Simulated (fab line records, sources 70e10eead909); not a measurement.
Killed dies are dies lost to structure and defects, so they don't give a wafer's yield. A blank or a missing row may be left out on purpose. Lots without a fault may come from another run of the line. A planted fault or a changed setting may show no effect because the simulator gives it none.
Which tool did it? | flow nand_harc | 12 lots, 36 wafers sampled, at 6 steps of a route of 1302

WHAT THE GAUGES READ, wafer by wafer
NHARC_P_ZERO_WELL_CD_MEAS_52: target cd 2000 nm. Usual: cd_nm 2000.6 nm, standard deviation 2.1.
lot  | measured     | on        | cd_nm (nm)           | flag
L684 | day 2 01:53  | cd_sem-02 | 2000.6 2000.3 1998.6 |
L686 | day 2 21:56  | cd_sem-02 | 1998.7 1997.3 2000.3 |
L687 | day 3 07:51  | cd_sem-02 | 2004.0 2002.8 2001.9 |
L688 | day 3 17:47  | cd_sem-02 | 2003.0 2003.2 2002.4 |
L689 | day 4 03:49  | cd_sem-02 | 2001.2 2000.9 2000.4 |
L690 | day 4 13:48  | cd_sem-02 | 2000.9 2001.4 2001.7 |
L691 | day 5 00:22  | cd_sem-01 | 2002.7 2002.9 2002.1 |
L692 | day 5 10:02  | cd_sem-01 | 2002.6 2002.8 2002.2 |
L697 | day 7 12:23  | cd_sem-02 | - - -                | OFF
L705 | day 10 19:41 | cd_sem-01 | 1998.9 2001.3 2000.3 |
L706 | day 11 05:32 | cd_sem-02 | 2000.0 2002.2 1999.7 |
L707 | day 11 15:37 | cd_sem-02 | 1999.4 1999.9 2001.8 |

NHARC_P_STI_INSPECT_11. Usual: raw_defect_count 5.5, standard deviation 2.6.
lot  | measured     | on                | raw_defect_count | flag
L684 | day 2 22:22  | defect_inspect-02 | 7 15 6           |
L686 | day 3 18:59  | defect_inspect-01 | 8 2 3            |
L687 | day 4 01:20  | defect_inspect-02 | 2 6 4            |
L688 | day 4 10:37  | defect_inspect-01 | 6 8 5            |
L689 | day 4 21:14  | defect_inspect-01 | 5 5 2            |
L690 | day 5 06:40  | defect_inspect-01 | 9 9 5            |
L691 | day 5 16:59  | defect_inspect-01 | 9 8 4            |
L692 | day 6 05:38  | defect_inspect-01 | 3 8 6            |
L705 | day 11 14:58 | defect_inspect-01 | 3 7 3            |
L706 | day 12 00:43 | defect_inspect-02 | 6 5 4            |
L707 | day 12 10:25 | defect_inspect-01 | 9 7 4            |

NHARC_P_STI_INSPECT_25. Usual: raw_defect_count 205, standard deviation 69.
lot  | measured     | on                | raw_defect_count | flag
L684 | day 4 05:50  | defect_inspect-02 | 203 145 154      |
L686 | day 4 22:22  | defect_inspect-01 | 288 170 184      |
L687 | day 5 02:31  | defect_inspect-01 | 178 261 241      |
L688 | day 5 13:20  | defect_inspect-01 | 213 162 276      |
L689 | day 6 05:52  | defect_inspect-02 | 563 278 383      |
L690 | day 6 11:04  | defect_inspect-02 | 281 182 226      |
L691 | day 6 23:30  | defect_inspect-02 | 203 133 120      |
L692 | day 7 09:26  | defect_inspect-02 | 185 143 183      |
L705 | day 12 17:11 | defect_inspect-01 | 190 183 182      |
L706 | day 13 04:19 | defect_inspect-02 | 137 161 211      |
L707 | day 13 18:18 | defect_inspect-01 | 245 268 154      |

NHARC_END_SORT_01. Usual: killed_at_array 51, standard deviation 18; killed_at_other 1.0, standard deviation 1.2; killed_at_periphery 3.7, standard deviation 2.9; killed_dies 55, standard deviation 19; killed_open 3.5, standard deviation 1.9; killed_short 2.6, standard deviation 1.6.
lot  | measured     | on        | killed_at_array | killed_at_other | killed_at_periphery | killed_dies | killed_open | killed_short | flag
L697 | day 30 21:21 | prober-01 | 65 45 62        | 3 2 0           | 609 630 615         | 677 677 677 | 4 2 5       | 4 0 4        | OFF

WHICH TOOL RAN EACH LOT (tool, then ch and the chambers of the sampled wafers, then the start)
lot  | NHARC_P_ZERO_WELL_DESCUM_39        | NHARC_P_ZERO_WELL_EXPOSE_49
L684 | rie_diel-13 ch 1,2, day 2 00:23    | krf_scanner-01 ch 0, day 2 01:44
L686 | rie_diel-06 ch 0,2, day 2 20:28    | krf_scanner-04 ch 0, day 2 21:47
L687 | rie_diel-06 ch 0,1,2, day 3 06:22  | krf_scanner-01 ch 0, day 3 07:42
L688 | rie_diel-09 ch 1,2,3, day 3 16:19  | krf_scanner-04 ch 0, day 3 17:38
L689 | rie_diel-06 ch 1,2,3, day 4 02:31  | krf_scanner-04 ch 0, day 4 03:40
L690 | rie_diel-13 ch 0,1,2, day 4 12:21  | krf_scanner-01 ch 0, day 4 13:39
L691 | rie_diel-13 ch 0,2,3, day 4 22:38  | krf_scanner-03 ch 0, day 5 00:13
L692 | rie_diel-06 ch 0,1,2, day 5 08:42  | krf_scanner-03 ch 0, day 5 09:52
L697 | rie_diel-13 ch 0,1,3, day 7 10:53  | krf_scanner-04 ch 0, day 7 12:13
L705 | rie_diel-13 ch 0,1,2, day 10 18:13 | krf_scanner-04 ch 0, day 10 19:31
L706 | rie_diel-09 ch 0,1, day 11 04:11   | krf_scanner-04 ch 0, day 11 05:23
L707 | rie_diel-06 ch 0,2,3, day 11 14:08 | krf_scanner-03 ch 0, day 11 15:28
- NHARC_P_ZERO_WELL_DESCUM_39: chemistry O2, time 3 s.
- NHARC_P_ZERO_WELL_EXPOSE_49: exposes mask P HVPW, target cd 2000 nm.

WHAT THE TOOLS THEMSELVES READ (means of the sampled wafers that have a number; where no wafer has one, the mark that the record gives instead)
NHARC_P_ZERO_WELL_DESCUM_39. Usual: drypump_motor_current_A 5.7 A, standard deviation 0.53; oes_product_au 1.000 a.u., standard deviation 0.011; rf_vpp_V 57.9 V, standard deviation 1; showerhead_plenum_p_Torr 1.93 Torr, standard deviation 0.089; throttle_valve_pct 11.311 %, standard deviation 0.0098.
lot  | tool        | drypump_motor_current_A (A) | oes_product_au (a.u.) | rf_vpp_V (V) | showerhead_plenum_p_Torr (Torr) | throttle_valve_pct (%) | flag
L684 | rie_diel-13 | 5.2                         | 0.996                 | 57.6         | 2.01                            | 11.315                 |
L686 | rie_diel-06 | 5.4                         | 1.013                 | 58.0         | 1.84                            | 11.318                 |
L687 | rie_diel-06 | 5.7                         | 1.004                 | 57.3         | 1.91                            | 11.311                 |
L688 | rie_diel-09 | 6.0                         | 1.003                 | 57.2         | 1.85                            | 11.306                 |
L689 | rie_diel-06 | 5.9                         | 1.005                 | 57.9         | 1.89                            | 11.315                 |
L690 | rie_diel-13 | 5.2                         | 1.003                 | 58.4         | 2.02                            | 11.312                 |
L691 | rie_diel-13 | 5.5                         | 1.000                 | 58.1         | 1.97                            | 11.309                 |
L692 | rie_diel-06 | 5.6                         | 1.005                 | 58.2         | 1.90                            | 11.312                 |
L697 | rie_diel-13 | 5.6                         | 0.996                 | 58.3         | 1.96                            | 11.310                 |
L705 | rie_diel-13 | 5.2                         | 0.986                 | 57.7         | 2.00                            | 11.323                 |
L706 | rie_diel-09 | 5.5                         | 1.003                 | 57.5         | 1.83                            | 11.316                 |
L707 | rie_diel-06 | 5.8                         | 1.007                 | 58.3         | 1.97                            | 11.300                 |

NHARC_P_ZERO_WELL_EXPOSE_49. Usual: reticle_temp_C 23.01 C, standard deviation 0.1.
lot  | tool           | reticle_temp_C (C) | flag
L684 | krf_scanner-01 | 23.06              |
L686 | krf_scanner-04 | 22.96              |
L687 | krf_scanner-01 | 23.09              |
L688 | krf_scanner-04 | 23.00              |
L689 | krf_scanner-04 | 22.84              |
L690 | krf_scanner-01 | 22.88              |
L691 | krf_scanner-03 | 22.95              |
L692 | krf_scanner-03 | 23.04              |
L697 | krf_scanner-04 | 22.93              |
L705 | krf_scanner-04 | 23.08              |
L706 | krf_scanner-04 | 23.12              |
L707 | krf_scanner-03 | 23.14              |

THE ANSWER, worked out from the rows above alone
Rule: a lot is off if the mean of its wafers that have a number lies more than 3 standard deviations from the usual mean. A lot without any number at a reading at which 4 lots or more have one is off too. The other lots that the step has rows for count as sound. The gauges are gone through in route order, then the tools' own readings, and for those a lot's mean is taken as printed above. The first step at which some lot is off is used, and at that step the reading that is off furthest; a lot without a number counts as furthest.
Off: L697, at NHARC_P_ZERO_WELL_CD_MEAS_52 (cd_nm). Without a number there: L697.
A tool fits if, at a process step before that reading, it ran every lot that is off, and no sound lot after the first of them. The gauges at NHARC_P_ZERO_WELL_CD_MEAS_52 aren't tried: what is off there is off at NHARC_END_SORT_01 too, on other tools, and a gauge's error can't cause that. None of those tried fits.

WHAT THE SIMULATOR HAD PUT IN
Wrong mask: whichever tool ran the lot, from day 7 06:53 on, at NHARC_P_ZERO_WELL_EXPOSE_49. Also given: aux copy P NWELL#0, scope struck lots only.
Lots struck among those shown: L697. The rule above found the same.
